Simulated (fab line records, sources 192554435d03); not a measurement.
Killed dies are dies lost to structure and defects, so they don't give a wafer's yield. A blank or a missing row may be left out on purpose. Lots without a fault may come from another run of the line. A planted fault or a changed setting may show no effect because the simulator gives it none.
Chamber matching | flow n5_finfet | N5_BEOL_M3_ETCHBACK_99 on rie_diel-02: 4 sister chambers
The step etches SiO2 in CHF3, target depth 5 nm, time 10.4 s. 22 wafers are shown with their chamber, then 11 later ones without.

WAFERS WITH THEIR CHAMBER
wafer  | chamber | throttle_valve_pct (%) | showerhead_plenum_p_Torr (Torr) | drypump_motor_current_A (A)
L075.2 | 3       | 16.69                  | 2.18                            | 5.3
L075.4 | 1       | 16.81                  | 2.11                            | 5.8
L075.6 | 1       | 16.82                  | 2.11                            | 5.8
L076.2 | 1       | 16.80                  | 2.11                            | 5.8
L076.4 | 2       | 17.23                  | 2.12                            | 5.2
L076.6 | 1       | 16.81                  | 2.11                            | 5.8
L077.1 | 3       | 16.70                  | 2.17                            | 5.4
L077.2 | 2       | 17.22                  | 2.12                            | 5.1
L077.6 | 2       | 17.25                  | 2.12                            | 5.1
L078.1 | 2       | 17.25                  | 2.12                            | 5.1
L078.4 | 1       | 16.82                  | 2.11                            | 5.8
L078.6 | 1       | 16.82                  | 2.11                            | 5.8
L081.1 | 0       | 17.60                  | 2.16                            | 6.3
L081.5 | 0       | 17.58                  | 2.16                            | 6.3
L081.6 | 1       | 16.82                  | 2.11                            | 5.8
L082.1 | 3       | 16.71                  | 2.17                            | 5.3
L082.3 | 0       | 17.58                  | 2.16                            | 6.2
L082.5 | 3       | 16.71                  | 2.17                            | 5.3
L086.1 | 3       | 16.73                  | 2.17                            | 5.3
L086.3 | 2       | 17.27                  | 2.12                            | 5.2
L086.5 | 2       | 17.27                  | 2.12                            | 5.2
L088.3 | 0       | 17.59                  | 2.16                            | 6.2

SIGNATURES (means of the wafers above)
reading                  | chamber 0 | chamber 1 | chamber 2 | chamber 3 | scatter within a chamber
throttle_valve_pct       | 17.5875   | 16.8143   | 17.2483   | 16.7080   | 0.0142
showerhead_plenum_p_Torr | 2.1600    | 2.1100    | 2.1200    | 2.1720    | 0.00211
drypump_motor_current_A  | 6.250     | 5.800     | 5.150     | 5.320     | 0.0428
Rule: a wafer's distance from a chamber is the root of the sum, over the readings, of the square of ((its reading less the chamber's mean) divided by the reading's scatter). The wafer belongs to the nearest chamber; if the next one is less than 2 further off, it can't be placed. The scatter: the root of (the sum of the squares of (reading less its chamber's mean) over the shown wafers, divided by (wafers less chambers)).

WAFERS WITHOUT THEIR CHAMBER
wafer  | throttle_valve_pct (%) | showerhead_plenum_p_Torr (Torr) | drypump_motor_current_A (A)
L088.5 | 16.88                  | 2.11                            | 5.7
L088.6 | 17.60                  | 2.16                            | 6.2
L089.1 | 16.87                  | 2.10                            | 5.7
L089.2 | 16.74                  | 2.17                            | 5.4
L089.5 | 16.73                  | 2.17                            | 5.3
L090.2 | 16.87                  | 2.10                            | 5.7
L090.4 | 17.27                  | 2.12                            | 5.1
L090.6 | 17.62                  | 2.15                            | 6.3
L096.2 | 16.77                  | 2.16                            | 5.4
L096.3 | 17.30                  | 2.11                            | 5.1
L096.6 | 17.64                  | 2.15                            | 6.3

WHICH CHAMBER EACH WENT THROUGH
wafer  | from the rows above | in truth
L088.5 | 1                   | 1
L088.6 | 0                   | 0
L089.1 | 1                   | 1
L089.2 | 3                   | 3
L089.5 | 3                   | 3
L090.2 | 1                   | 1
L090.4 | 2                   | 2
L090.6 | 0                   | 0
L096.2 | 3                   | 3
L096.3 | 2                   | 2
L096.6 | 0                   | 0
Placed correctly: 11 of 11. Can't be placed from these rows: 0. Placed wrongly: 0.
